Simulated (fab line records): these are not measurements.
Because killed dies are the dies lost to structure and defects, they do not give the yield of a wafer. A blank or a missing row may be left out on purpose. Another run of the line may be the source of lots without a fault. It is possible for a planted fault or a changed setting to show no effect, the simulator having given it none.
fab line records	flow n5_finfet
record lots=8	wafers=24	last_day=18
route steps=1938 shown HKMG_FIN@388 BEOL_M4@1111 PASSIVATION@1936
lots that met no fault: from a run of the same line without faults
start_h: the number of hours between the record's first day and the start of the first shown wafer of the lot	wait_h: hours since the lot's step before	" identical to the entry in the row above	L1.1+2: several wafers, shown together as one row	- either no value or no given start	* or withheld: withheld	< > ~ a bound
route shown NAME@n: a module of which the file shows steps, and the number in the route of the first	usual: average and standard deviation across the fault-free wafers	same: alike in all rows	chamber/n: place in a boat	sites: readings site by site	_std_site: how widely they spread, as a standard deviation	_edge_site: mean of outer sites minus mean of inner sites	radius_mm: for every site, how far away it sits from the centre of the wafer	mask NAME#n: copy n	behind: tool/chamber where the wafer was last shaped	hold: what put the lot on hold/how long, in hours/how the hold closed	device: the n, p or np transistor that did not switch	end of line: the same wafers' tests at the end of the route	for a step that has no rows: nothing shown but its recipe	killed: at the first sort, the dies lost to defects and structure; wafer yield is something else	map: per-die view of a wafer (x killed, . not killed, _ where there is no die)
set.NAME: the run value of the setting; set.NAME@STEP: its run value at that earlier step	model.NAME: the simulator's own value behind a step, which no gauge read
steps of the route over a sample of lots; a table a step, a row a wafer
services: when a tool's chamber went out of use (start_h, in hours from the record's first day, below 0 if earlier), for how many hours, and the reason
## steps
# step N5_HKMG_FIN_ALD_74
# recipe material=La2O3	target_thk_a=5	temp_c=250	ald_precursor_family=La-Cp	ald_co_reactant=O3	pulse_time_s=6	co_reactant_pulse_time_s=1	purge_time_s=3	co_reactant_purge_time_s=3
# usual heater_power_w=341/30	precursor_pulse_height_rel=1.000/0.02
lot.wafer	tool	chamber	start_h	wait_h	heater_power_w	precursor_pulse_height_rel
L768.3	ald_hk-02	3	80.74	0.1	346	1.006
L768.5	"	0	"	"	306	1.019
L768.6	"	3	"	"	352	0.996
L770.4	ald_hk-03	3	85.20	0.1	311	0.968
L770.5	"	2	"	"	307	0.996
L770.6	"	1	"	"	345	0.998
L773.2	ald_hk-03	0	102.46	0.2	346	1.018
L773.3	"	3	"	"	318	1.015
L773.4	"	2	"	"	301	0.990
L785.1	ald_hk-03	1	176.34	0.2	359	1.011
L785.2	"	0	"	"	344	1.039
L785.3	"	2	"	"	309	0.969
L786.1	ald_hk-01	3	178.87	0.2	381	1.027
L786.4	"	1	"	"	410	0.999
L786.6	"	0	"	"	374	1.021
L787.1	ald_hk-03	3	188.29	0.2	319	0.986
L787.2	"	2	"	"	297	1.007
L787.4	"	1	"	"	364	1.020
L790.1	ald_hk-01	1	202.73	0.2	392	1.036
L790.2	"	0	"	"	381	0.988
L790.4	"	2	"	"	336	1.007
L791.2	ald_hk-01	0	214.19	0.2	365	0.972
L791.3	"	2	"	"	332	0.951
L791.5	"	2	"	"	345	0.984
# step N5_HKMG_FIN_DESCUM_53
# recipe chemistry=O2	time_s=7.9	source_power_w=50	bias_power_w=20	pressure_mtorr=20	rf_frequency_hz=2.712e+07	temp_c=40	resist=CAR-ArF	o2_flow_sccm=225
# usual drypump_motor_current_A=5.8/0.46	oes_product_au=0.78/0.092	rf_vpp_V=243.1/1.5	showerhead_plenum_p_Torr=2.09/0.077	throttle_valve_pct=20.48/0.25
lot.wafer	tool	chamber	start_h	wait_h	drypump_motor_current_A	oes_product_au	rf_hours_counter_h	rf_vpp_V	showerhead_plenum_p_Torr	throttle_valve_pct
L768.3	rie_diel-03	1	81.80	0.5	5.7	0.71	213	245.7	2.15	20.67
L768.5	"	3	"	"	6.6	0.87	-	244.9	2.21	20.17
L768.6	"	0	"	"	5.3	0.76	-	242.3	2.03	20.50
L770.4	rie_diel-03	2	85.85	0.1	5.7	0.70	237	242.0	1.97	20.77
L770.5	"	2	"	"	5.7	0.70	-	240.9	1.97	20.77
L770.6	"	3	"	"	6.6	0.86	-	245.7	2.21	20.16
L773.2	rie_diel-06	0	103.44	0.4	6.5	0.79	103	241.7	2.03	20.47
L773.3	"	1	"	"	5.4	0.70	244	242.5	2.04	20.26
L773.4	"	2	"	"	5.3	0.71	227	241.7	2.16	20.58
L785.1	rie_diel-06	3	176.97	0.0	5.5	0.91	19	241.7	2.03	20.48
L785.2	"	1	"	"	5.5	0.94	10	243.7	2.03	19.87
L785.3	"	0	"	"	6.5	0.77	130	240.8	2.02	20.53
L786.1	rie_diel-06	1	179.62	0.2	5.4	0.94	11	240.9	2.03	19.86
L786.4	"	0	"	"	6.5	0.77	-	240.5	2.02	20.52
L786.6	"	3	"	"	5.5	0.91	-	243.8	2.03	20.49
L787.1	rie_diel-03	0	188.81	0.0	5.3	0.73	185	240.9	2.02	20.56
L787.2	"	3	"	"	6.6	0.82	77	243.9	2.20	20.22
L787.4	"	0	"	"	5.4	0.73	-	241.4	2.02	20.58
L790.1	rie_diel-03	0	203.36	0.0	5.3	0.73	190	242.2	2.01	20.58
L790.2	"	2	"	"	5.7	0.92	21	244.6	2.22	20.37
L790.4	"	3	"	"	6.6	0.81	-	245.1	2.20	20.20
L791.2	rie_diel-03	2	214.82	0.0	5.7	0.91	26	246.1	2.22	20.39
L791.3	"	3	"	"	6.6	0.81	87	245.3	2.20	20.22
L791.5	"	3	"	"	6.6	0.80	-	245.3	2.20	20.23
# step N5_HKMG_FIN_ETCH_54
# recipe chemistry=CF4	target=SiARC	target_depth_a=455	mask_material=CAR-ArF	time_s=75.8	ion_energy_ev=80	pressure_mtorr=40	source_w=545	bias_w=36	Ar_flow_sccm=100	cf4_flow_sccm=100	ends=cleared
# usual drypump_motor_current_A=5.8/0.46	etch_rf_on_time_s=76.7/1.3	mfc_ar_sccm=99.98/0.28	oes_product_au=0.66/0.078	rf_vpp_V=183.9/1.4	showerhead_plenum_p_Torr=2.13/0.075	throttle_valve_pct=15.66/0.25
lot.wafer	tool	chamber	start_h	wait_h	drypump_motor_current_A	etch_rf_on_time_s	mfc_ar_sccm	oes_product_au	rf_hours_counter_h	rf_vpp_V	showerhead_plenum_p_Torr	throttle_valve_pct
L768.3	rie_diel-03	1	81.84	0.0	5.6	76.2	100.67	0.61	213	185.1	2.22	16.00
L768.5	"	3	"	"	6.6	77.6	100.21	0.75	-	185.4	2.25	15.31
L768.6	"	0	"	"	5.4	76.8	99.82	0.64	-	183.9	2.06	15.62
L770.4	rie_diel-03	2	85.89	0.0	5.7	77.4	99.48	0.59	237	183.4	2.04	16.05
L770.5	"	2	"	"	5.7	77.6	99.63	0.59	-	180.9	2.04	16.04
L770.6	"	3	"	"	6.6	78.5	100.31	0.74	-	185.8	2.25	15.30
L773.2	rie_diel-06	0	103.47	0.0	6.5	77.4	100.06	0.67	103	184.3	2.08	15.60
L773.3	"	1	"	"	5.5	74.1	99.89	0.60	244	183.3	2.09	15.56
L773.4	"	2	"	"	5.3	76.6	100.16	0.60	227	184.0	2.19	15.71
L785.1	rie_diel-06	3	177.01	0.0	5.5	74.7	100.06	0.78	19	183.6	2.10	15.71
L785.2	"	1	"	"	5.4	74.2	99.38	0.79	10	183.6	2.09	15.08
L785.3	"	0	"	"	6.5	77.6	99.77	0.65	130	182.2	2.07	15.65
L786.1	rie_diel-06	1	179.65	0.0	5.5	75.8	100.10	0.79	11	183.3	2.08	15.07
L786.4	"	0	"	"	6.5	77.7	100.37	0.65	-	182.4	2.07	15.66
L786.6	"	3	"	"	5.6	75.0	100.18	0.78	-	183.4	2.10	15.72
L787.1	rie_diel-03	0	188.84	0.0	5.3	75.9	100.11	0.62	185	183.6	2.05	15.69
L787.2	"	3	"	"	6.6	78.6	99.94	0.69	77	186.8	2.24	15.39
L787.4	"	0	"	"	5.3	75.8	99.68	0.61	-	182.9	2.05	15.70
L790.1	rie_diel-03	0	203.39	0.0	5.3	76.7	100.34	0.61	190	182.3	2.05	15.70
L790.2	"	2	"	"	5.7	76.9	99.87	0.77	21	184.4	2.28	15.58
L790.4	"	3	"	"	6.6	79.6	100.13	0.69	-	184.7	2.24	15.39
L791.2	rie_diel-03	2	214.86	0.0	5.7	75.8	99.83	0.77	26	185.3	2.28	15.61
L791.3	"	3	"	"	6.6	78.4	100.08	0.69	87	185.1	2.24	15.40
L791.5	"	3	"	"	6.6	78.7	99.87	0.69	-	185.7	2.24	15.40
# step N5_HKMG_FIN_PWFM_ALD_03
# recipe material=TiN	target_thk_a=20	temp_c=400	ald_precursor_family=TiCl4	ald_co_reactant=NH3	pulse_time_s=1	purge_time_s=3	co_reactant_purge_time_s=2	co_reactant_pulse_time_s=2	ald_cycles=91	pressure_torr=3
# usual ald_cycles=91/0	chamber_pressure_Torr=3.001/0.0064	heater_power_w=943/66	precursor_pulse_height_rel=0.997/0.019
lot.wafer	tool	chamber	start_h	wait_h	ald_cycles	chamber_pressure_Torr	heater_power_w	precursor_pulse_height_rel
L768.3	ald_metal-02	2	84.41	0.0	91	2.995	957	1.001
L768.5	"	1	"	"	91	3.010	916	0.990
L768.6	"	0	"	"	91	2.999	902	1.007
L770.4	ald_metal-02	2	88.34	0.0	91	2.994	938	1.016
L770.5	"	3	"	"	91	3.007	983	1.009
L770.6	"	0	"	"	91	2.993	872	0.962
L773.2	ald_metal-02	2	105.89	0.0	91	2.995	967	0.966
L773.3	"	0	"	"	91	3.002	890	0.994
L773.4	"	3	"	"	91	2.994	939	0.985
L785.1	ald_metal-02	2	179.65	0.0	91	3.003	956	0.997
L785.2	"	0	"	"	106	3.001	889	0.971
L785.3	"	3	"	"	91	2.999	952	0.988
L786.1	ald_metal-02	0	182.26	0.0	106	3.005	906	0.995
L786.4	"	1	"	"	91	3.010	920	0.985
L786.6	"	3	"	"	91	3.002	937	0.990
L787.1	ald_metal-04	0	191.34	0.0	91	3.005	1038	1.006
L787.2	"	1	"	"	91	2.993	888	0.994
L787.4	"	2	"	"	91	3.003	817	1.020
L790.1	ald_metal-01	0	206.04	0.0	91	2.993	977	0.963
L790.2	"	2	"	"	91	2.999	903	1.013
L790.4	"	1	"	"	91	2.990	986	1.039
L791.2	ald_metal-01	0	217.29	0.0	91	2.998	991	0.990
L791.3	"	3	"	"	91	2.995	911	0.993
L791.5	"	1	"	"	91	2.997	1028	1.011
# step N5_BEOL_M4_RC_MEAS_101
# usual DIBL_N=36.4/1.6	DIBL_P=36.2/1.8	IOFF_N=0.159/0.029	IOFF_P=0.21/0.034	IOFF_P_85C=3.6/0.49	IOFF_P_LIN=0.100/0.014	IOFF_P_LONG=0.000106/1.1e-05	ION_N=670/12	ION_P=459/8.2	SS_N=71.5/0.59	SS_P=73.2/0.54	VT_N=250/3.3	VT_P=-250/3.7	VT_P_LONG=-276/3.3	VT_P_LVT=-99/3.4
lot.wafer	tool	chamber	start_h	wait_h	DIBL_N[mV/V]	DIBL_P[mV/V]	IOFF_N[nA/um]	IOFF_P[nA/um]	IOFF_P_85C[nA/um]	IOFF_P_LIN[nA/um]	IOFF_P_LONG[nA/um]	ION_N[uA/um]	ION_P[uA/um]	SS_N[mV/dec]	SS_P[mV/dec]	VT_N[mV]	VT_P[mV]	VT_P_LONG[mV]	VT_P_LVT[mV]
L768.3	prober-02	0	188.80	0.3	35.8	37.4	0.150	0.20	3.5	0.094	9.8e-05	673	460	71.2	73.4	248	-251	-278	-100
L768.5	"	0	"	"	36.6	37.3	0.153	0.20	3.4	0.090	9.8e-05	659	447	71.3	73.6	251	-252	-276	-103
L768.6	"	0	"	"	36.6	37.5	0.164	0.21	3.5	0.094	9.8e-05	671	459	71.5	73.1	251	-254	-277	-101
L770.4	prober-02	0	204.10	0.5	34.8	33.3	0.133	0.20	3.5	0.101	0.000131	674	465	70.2	73.3	252	-249	-271	-97
L770.5	"	0	"	"	37.0	35.7	0.170	0.24	4.0	0.115	0.000121	685	464	71.5	72.6	248	-247	-269	-96
L770.6	"	0	"	"	36.3	34.5	0.144	0.22	3.7	0.107	0.000128	658	459	71.6	73.3	252	-247	-268	-97
L773.2	prober-02	0	217.85	0.2	33.8	34.1	0.128	0.17	3.0	0.084	0.000109	663	456	71.1	72.2	251	-250	-276	-102
L773.3	"	0	"	"	38.0	39.1	0.205	0.24	4.1	0.110	0.000103	686	462	72.1	73.4	247	-246	-277	-98
L773.4	"	0	"	"	36.7	37.2	0.165	0.19	3.4	0.092	0.000101	679	464	71.7	73.5	248	-254	-279	-101
L786.1	prober-01	0	290.31	0.0	38.3	39.3	0.192	0.42	6.3	0.191	0.000155	676	481	72.3	73.4	247	-234	-261	-83
L786.4	"	0	"	"	35.2	37.0	0.148	0.23	3.9	0.112	0.000117	677	467	70.9	73.4	249	-246	-274	-97
L786.6	"	0	"	"	37.8	40.3	0.189	0.29	4.7	0.131	0.000113	679	473	72.2	74.0	245	-243	-274	-93
L785.1	prober-01	0	293.59	0.0	36.0	35.5	0.161	0.20	3.5	0.095	9.9e-05	663	454	71.7	72.9	253	-254	-276	-101
L785.2	"	0	"	"	34.9	33.7	0.129	0.27	4.4	0.132	0.00013	653	466	71.8	72.5	257	-243	-266	-91
L785.3	"	0	"	"	36.2	38.1	0.158	0.23	3.9	0.104	9.9e-05	675	464	72.1	73.4	253	-251	-279	-99
L787.1	prober-02	0	293.77	0.0	39.8	38.1	0.211	0.25	4.3	0.113	0.000109	673	456	72.7	74.5	243	-251	-274	-97
L787.2	"	0	"	"	34.7	34.4	0.128	0.20	3.6	0.098	0.000121	667	459	70.1	72.9	251	-249	-274	-98
L787.4	"	0	"	"	37.9	36.6	0.181	0.24	4.1	0.112	0.000116	677	458	72.7	73.4	246	-248	-275	-96
L790.1	prober-01	0	331.48	0.0	36.1	37.1	0.157	0.22	3.8	0.104	0.000107	657	458	71.7	73.4	253	-250	-274	-98
L790.2	"	0	"	"	37.3	39.1	0.196	0.26	4.4	0.119	0.000104	689	472	71.7	73.6	247	-248	-275	-96
L790.4	"	0	"	"	33.1	34.9	0.117	0.19	3.4	0.095	0.000111	652	460	70.8	72.5	253	-250	-274	-99
L791.2	prober-02	0	335.34	0.2	37.0	37.7	0.179	0.27	4.5	0.126	0.000116	671	468	72.1	73.9	248	-245	-272	-95
L791.3	"	0	"	"	32.8	33.8	0.114	0.20	3.6	0.105	0.000123	657	466	70.8	72.3	255	-246	-271	-98
L791.5	"	0	"	"	32.9	34.5	0.119	0.23	3.9	0.114	0.000118	660	464	70.8	73.0	249	-247	-270	-96
# step N5_PASSIVATION_PROBE_49
# usual defect_limited_yield=91.1/1.5	killed_at_M0_to_M3=33/9.9	killed_at_M4_up=14/5.2	killed_at_contacts=12/6.7	killed_at_front_end=43/13	killed_at_other=3.4/2.7	killed_dies=105/17	killed_open=69/13	killed_short=33/7.5	sort_bin_4_leakage=0/0	sort_bin_5_function=5.2/0.91	sort_bin_6_memory=3.3/0.71	sort_n_pass=1075/17	sort_yield_pct=91.1/1.5
# same gross_dies=1180	killed_at_back_side=0	sort_bin_8_speed[%]=0
lot.wafer	tool	chamber	start_h	wait_h	defect_limited_yield[%]	killed_at_M0_to_M3	killed_at_M4_up	killed_at_contacts	killed_at_front_end	killed_at_other	killed_dies	killed_open	killed_short	sort_bin_4_leakage[%]	sort_bin_5_function[%]	sort_bin_6_memory[%]	sort_n_pass	sort_yield_pct[%]
L768.3	prober-01	-	305.33	0.1	90.4	37	17	10	43	6	113	69	43	0	5.6	3.6	1067	90.4
L768.5	prober-01	-	305.43	0.2	89.2	56	11	22	39	0	128	99	28	0	6.5	4.2	1052	89.2
L768.6	prober-01	-	305.48	0.3	89.6	45	14	16	47	1	123	84	39	0	5.8	4.2	1057	89.6
L770.4	prober-02	-	316.36	0.2	91.4	39	13	8	40	1	101	68	33	0	5.3	3.1	1079	91.4
L770.5	prober-02	-	316.41	0.2	91.2	48	11	2	41	2	104	68	36	0	5.6	3.0	1076	91.2
L770.6	prober-02	-	316.46	0.3	92.7	29	11	7	38	1	86	52	33	0	4.2	2.7	1094	92.7
L773.2	prober-01	-	316.88	0.1	91.2	26	19	6	48	5	104	76	28	0	5.9	2.9	1076	91.2
L773.3	prober-01	-	316.93	0.1	91.4	16	15	3	62	6	102	56	45	0	4.8	3.6	1078	91.4
L773.4	prober-01	-	316.98	0.2	90.3	32	22	6	49	5	114	74	35	0	5.2	4.3	1066	90.3
L786.1	prober-02	-	388.19	0.0	93.1	29	7	3	38	5	82	54	28	0.34	4.0	2.8	1094	92.7
L786.4	prober-02	-	388.34	0.2	91.5	31	16	14	34	5	100	63	33	0	4.5	3.6	1080	91.5
L786.6	prober-02	-	388.44	0.3	90.0	22	16	19	60	1	118	80	36	0	5.3	4.3	1062	90.0
L785.1	prober-02	-	397.43	0.0	89.9	46	14	6	50	3	119	79	39	0	6.3	3.6	1061	89.9
L785.2	prober-02	-	397.48	0.1	88.1	36	12	12	78	3	141	91	48	0	6.4	5.2	1039	88.1
L785.3	prober-02	-	397.53	0.1	89.2	27	12	18	70	1	128	85	41	0	6.4	4.1	1052	89.2
L787.1	prober-01	-	405.58	0.0	90.6	40	10	13	46	2	111	75	35	0	5.8	3.4	1069	90.6
L787.2	prober-01	-	405.63	0.1	91.4	27	17	8	42	7	101	72	25	0	5.3	2.9	1079	91.4
L787.4	prober-01	-	405.73	0.2	91.7	23	10	10	52	3	98	55	34	0	4.6	2.7	1082	91.7
L790.1	prober-01	-	432.35	0.0	91.3	40	8	12	41	2	103	65	35	0	4.3	4.2	1077	91.3
L790.2	prober-01	-	432.40	0.1	91.1	37	15	8	39	6	105	71	34	0	5.3	3.5	1075	91.1
L790.4	prober-01	-	432.50	0.2	92.4	34	4	11	40	1	90	58	32	0	4.1	3.0	1090	92.4
L791.2	prober-01	-	438.40	0.1	89.2	35	20	17	54	2	128	81	41	0	6.1	3.9	1052	89.2
L791.3	prober-01	-	438.45	0.1	89.5	57	9	12	42	4	124	74	49	0	6.1	4.2	1056	89.5
L791.5	prober-01	-	438.55	0.2	91.6	38	9	10	38	4	99	57	37	0	4.7	3.3	1081	91.6
# killed by level:class
L768.3 FIN_SAQP:geometric_particle:open=13 BEOL_M1:geometric_particle:open=8 BEOL_M0_SAQP:geometric_particle:open=7 MOL_CONTACT_COAG:geometric_particle:open=6 BEOL_M0_SAQP:geometric_particle:short=6 BEOL_M2:geometric_particle:open=6 BEOL_M4:geometric_particle:open=6 STARTING-WAFER:geometric_particle:short=6
L768.5 FIN_SAQP:geometric_particle:open=19 MOL_CONTACT_COAG:geometric_particle:open=16 BEOL_M2:geometric_particle:open=15 BEOL_M0_SAQP:geometric_particle:short=11 BEOL_M3:geometric_particle:open=10 BEOL_M0_SAQP:geometric_particle:open=7 MOL_CONTACT_COAG:geometric_particle:short=6 BEOL_M4:geometric_particle:open=6
L768.6 MOL_CONTACT_COAG:geometric_particle:open=14 FIN_SAQP:geometric_particle:open=13 BEOL_M2:geometric_particle:open=13 FIN_SAQP:geometric_particle:short=9 BEOL_M0_SAQP:geometric_particle:open=9 BEOL_M0_SAQP:geometric_particle:short=8 STARTING-WAFER:geometric_particle:open=5 BEOL_M7:geometric_particle:open=5
L770.4 BEOL_M2:geometric_particle:open=15 STI_FIN_REVEAL:geometric_particle:open=10 MOL_CONTACT_COAG:geometric_particle:open=8 BEOL_M0:geometric_particle:open=7 BEOL_M4:geometric_particle:short=6 BEOL_M3:geometric_particle:open=5 DUMMY_GATE:geometric_particle:open=4 ILD0:geometric_particle:short=4
L770.5 STI_FIN_REVEAL:geometric_particle:open=16 BEOL_M2:geometric_particle:open=11 BEOL_M0_SAQP:geometric_particle:open=10 BEOL_M1:geometric_particle:open=8 FIN_SAQP:geometric_particle:short=7 BEOL_M0_SAQP:geometric_particle:short=5 BEOL_M1:geometric_particle:short=5 BEOL_M2:geometric_particle:short=4
L770.6 BEOL_M2:geometric_particle:open=13 FIN_SAQP:geometric_particle:short=11 BEOL_M0_SAQP:geometric_particle:short=7 MOL_CONTACT_COAG:geometric_particle:open=6 FIN_SAQP:geometric_particle:open=5 BEOL_M0:geometric_particle:open=5 BEOL_M4:geometric_particle:open=5 STARTING-WAFER:geometric_particle:short=5
L773.2 FIN_SAQP:geometric_particle:short=9 DUMMY_GATE:geometric_particle:open=9 BEOL_M0_SAQP:geometric_particle:open=9 FIN_SAQP:geometric_particle:open=8 BEOL_M3:geometric_particle:open=6 STI_FIN_REVEAL:geometric_particle:open=6 BEOL_M5:geometric_particle:open=6 STARTING-WAFER:geometric_particle:open=6
L773.3 FIN_SAQP:geometric_particle:short=15 DUMMY_GATE:geometric_particle:open=12 FIN_SAQP:geometric_particle:open=8 BEOL_M3:geometric_particle:open=5 DUMMY_GATE:geometric_particle:short=4 FIN_CUT:geometric_particle:short=3 STI_FIN_REVEAL:geometric_particle:open=3 BEOL_M8:geometric_particle:open=3
L773.4 DUMMY_GATE:geometric_particle:open=10 STI_FIN_REVEAL:geometric_particle:open=9 BEOL_M0_SAQP:geometric_particle:open=8 BEOL_M0_SAQP:geometric_particle:short=8 FIN_SAQP:geometric_particle:short=7 FIN_SAQP:geometric_particle:open=6 DUMMY_GATE:geometric_particle:short=6 MOL_CONTACT_COAG:geometric_particle:open=6
L786.1 STI_FIN_REVEAL:geometric_particle:open=8 BEOL_M2:geometric_particle:open=8 FIN_SAQP:geometric_particle:short=7 STARTING-WAFER:geometric_particle:open=7 BEOL_M1:geometric_particle:open=6 BEOL_M3:geometric_particle:open=5 FIN_SAQP:geometric_particle:open=4 MOL_CONTACT_COAG:geometric_particle:open=3
L786.4 MOL_CONTACT_COAG:geometric_particle:open=11 BEOL_M2:geometric_particle:open=11 STI_FIN_REVEAL:geometric_particle:open=9 FIN_SAQP:geometric_particle:short=6 BEOL_M3:geometric_particle:open=6 BEOL_M4:geometric_particle:open=5 FIN_SAQP:geometric_particle:open=4 STARTING-WAFER:geometric_particle:short=4
L786.6 STI_FIN_REVEAL:geometric_particle:open=19 MOL_CONTACT_COAG:geometric_particle:open=14 BEOL_M4:geometric_particle:open=10 FIN_SAQP:geometric_particle:short=8 BEOL_M3:geometric_particle:open=7 STI_FIN_REVEAL:geometric_particle:short=6 FIN_SAQP:geometric_particle:open=5 MOL_CONTACT_COAG:geometric_particle:short=5
L785.1 BEOL_M3:geometric_particle:open=19 FIN_SAQP:geometric_particle:open=16 FIN_SAQP:geometric_particle:short=11 BEOL_M0_SAQP:geometric_particle:short=8 MOL_CONTACT_COAG:geometric_particle:open=6 BEOL_M0_SAQP:geometric_particle:open=6 STI_FIN_REVEAL:geometric_particle:open=5 BEOL_M0:geometric_particle:open=5
L785.2 FIN_SAQP:geometric_particle:open=22 FIN_SAQP:geometric_particle:short=18 STI_FIN_REVEAL:geometric_particle:open=12 BEOL_M0_SAQP:geometric_particle:open=8 BEOL_M3:geometric_particle:open=8 MOL_CONTACT_COAG:geometric_particle:open=7 BEOL_M0_SAQP:geometric_particle:short=6 MOL_CONTACT_COAG:geometric_particle:short=5
L785.3 FIN_SAQP:geometric_particle:open=27 FIN_SAQP:geometric_particle:short=13 STI_FIN_REVEAL:geometric_particle:open=10 MOL_CONTACT_COAG:geometric_particle:open=10 BEOL_M0_SAQP:geometric_particle:short=9 MOL_CONTACT_COAG:geometric_particle:short=7 GATE_CUT:geometric_particle:short=4 GATE_CUT:geometric_particle:open=4
L787.1 BEOL_M2:geometric_particle:open=14 MOL_CONTACT_COAG:geometric_particle:open=11 DUMMY_GATE:geometric_particle:open=9 FIN_SAQP:geometric_particle:short=8 BEOL_M0_SAQP:geometric_particle:open=7 BEOL_M0_SAQP:geometric_particle:short=7 BEOL_M3:geometric_particle:open=5 STARTING-WAFER:geometric_particle:short=5
L787.2 DUMMY_GATE:geometric_particle:open=9 BEOL_M1:geometric_particle:open=9 STARTING-WAFER:geometric_particle:open=8 MOL_CONTACT_COAG:geometric_particle:open=7 FIN_SAQP:geometric_particle:open=5 BEOL_M0_SAQP:geometric_particle:short=5 STARTING-WAFER:geometric_particle:short=5 FIN_SAQP:geometric_particle:short=4
L787.4 MOL_CONTACT_COAG:geometric_particle:open=9 DUMMY_GATE:geometric_particle:open=8 FIN_SAQP:geometric_particle:open=7 STI_FIN_REVEAL:geometric_particle:open=7 BEOL_M0_SAQP:geometric_particle:open=7 FIN_SAQP:geometric_particle:short=6 HKMG_FIN:area_etch=6 DUMMY_GATE:geometric_particle:short=4
L790.1 MOL_CONTACT_COAG:geometric_particle:open=9 FIN_SAQP:geometric_particle:short=8 BEOL_M0_SAQP:geometric_particle:open=7 STI_FIN_REVEAL:geometric_particle:open=6 BEOL_M1:geometric_particle:open=6 BEOL_M2:geometric_particle:open=6 BEOL_M3:geometric_particle:open=6 DUMMY_GATE:geometric_particle:open=5
L790.2 FIN_SAQP:geometric_particle:short=7 FIN_SAQP:geometric_particle:open=7 BEOL_M0_SAQP:geometric_particle:short=7 BEOL_M1:geometric_particle:open=7 BEOL_M3:geometric_particle:open=7 BEOL_M0_SAQP:geometric_particle:open=6 BEOL_M8:geometric_particle:open=6 MOL_CONTACT_COAG:geometric_particle:open=5
L790.4 MOL_CONTACT_COAG:geometric_particle:open=11 BEOL_M0_SAQP:geometric_particle:open=10 BEOL_M0_SAQP:geometric_particle:short=9 DUMMY_GATE:geometric_particle:open=7 STI_FIN_REVEAL:geometric_particle:open=5 GATE_CUT:geometric_particle:short=4 GATE_CUT:geometric_particle:open=4 BEOL_M1:geometric_particle:open=4
L791.2 MOL_CONTACT_COAG:geometric_particle:open=14 BEOL_M0_SAQP:geometric_particle:open=10 FIN_SAQP:geometric_particle:open=9 FIN_SAQP:geometric_particle:short=9 STI_FIN_REVEAL:geometric_particle:open=8 BEOL_M4:geometric_particle:open=7 DUMMY_GATE:geometric_particle:open=6 BEOL_M3:geometric_particle:open=6
L791.3 MOL_CONTACT_COAG:geometric_particle:open=11 BEOL_M0_SAQP:geometric_particle:short=11 BEOL_M1:geometric_particle:short=9 FIN_SAQP:geometric_particle:open=8 BEOL_M0_SAQP:geometric_particle:open=8 BEOL_M3:geometric_particle:open=8 GATE_CUT:geometric_particle:short=6 BEOL_M0:geometric_particle:open=6
L791.5 FIN_SAQP:geometric_particle:short=10 MOL_CONTACT_COAG:geometric_particle:open=8 BEOL_M0_SAQP:geometric_particle:short=7 BEOL_M1:geometric_particle:open=7 FIN_SAQP:geometric_particle:open=6 BEOL_M2:geometric_particle:open=6 GATE_CUT:geometric_particle:open=5 BEOL_M0_SAQP:geometric_particle:open=5
## services
tool	chamber	start_h	hours	kind
ald_metal-04	3	65.19	3.1	repair
ald_metal-02	-	76.44	0.7	repair
ald_metal-02	2	89.39	6.4	repair
rie_diel-06	3	104.22	-	clean
rie_diel-06	3	104.22	-	consumable_replace:focus_ring
ald_metal-01	-	125.42	8.7	pm
rie_diel-06	-	127.09	0.4	repair
rie_diel-03	2	127.13	-	clean
rie_diel-03	2	127.13	-	consumable_replace:focus_ring
rie_diel-03	2	127.13	-	consumable_replace:showerhead
rie_diel-03	2	127.13	11.0	scheduled_down
rie_diel-03	2	127.13	11.0	vent_cycle
ald_hk-03	-	142.92	6.0	pm
ald_hk-01	-	166.87	1.8	repair
rie_diel-03	2	177.94	5.5	repair
ald_hk-01	-	180.50	4.3	pm
rie_diel-03	1	183.66	-	clean
rie_diel-03	1	183.66	-	consumable_replace:focus_ring
rie_diel-03	1	183.66	31.7	scheduled_down
rie_diel-03	1	183.66	31.7	vent_cycle
ald_metal-04	3	188.33	9.8	repair
ald_metal-01	-	195.40	2.1	repair
rie_diel-06	0	200.50	16.6	repair
rie_diel-03	-	205.84	0.2	repair
## key
first_sign step=N5_HKMG_FIN_PWFM_ALD_03	reading=ald_cycles	direction=up	sigmas=99+	usual=*	struck=*
effect step=N5_BEOL_M4_RC_MEAS_101	reading=IOFF_P_LIN	direction=up	sigmas=4.5	usual=0.100	struck=0.161
effect step=N5_BEOL_M4_RC_MEAS_101	reading=IOFF_P	direction=up	sigmas=3.9	usual=0.21	struck=0.34
effect step=N5_BEOL_M4_RC_MEAS_101	reading=VT_P_LVT	direction=up	sigmas=3.8	usual=-99	struck=-87
effect step=N5_BEOL_M4_RC_MEAS_101	reading=VT_P_LONG	direction=up	sigmas=3.7	usual=-276	struck=-263
effect step=N5_BEOL_M4_RC_MEAS_101	reading=IOFF_P_85C	direction=up	sigmas=3.6	usual=3.6	struck=5.4
effect step=N5_BEOL_M4_RC_MEAS_101	reading=IOFF_P_LONG	direction=up	sigmas=3.5	usual=0.000106	struck=0.000142
effect step=N5_BEOL_M4_RC_MEAS_101	reading=VT_P	direction=up	sigmas=3.2	usual=-250	struck=-238
met_at N5_HKMG_FIN_PWFM_ALD_03
struck_lots L785,L786
struck_wafers L785.2,L786.1
not_acting_at N5_HKMG_FIN_ALD_74,N5_HKMG_FIN_DESCUM_53,N5_HKMG_FIN_ETCH_54
onset_between 105.89 179.65
fault kind=process_parameter_drift	tool=ald_metal-02	chamber=0	onset_h=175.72	steps=N5_HKMG_FIN_PWFM_ALD_03	channel=ald_cycles	offset=*	shape=step	end_h=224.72	acts_in=*	stated=*
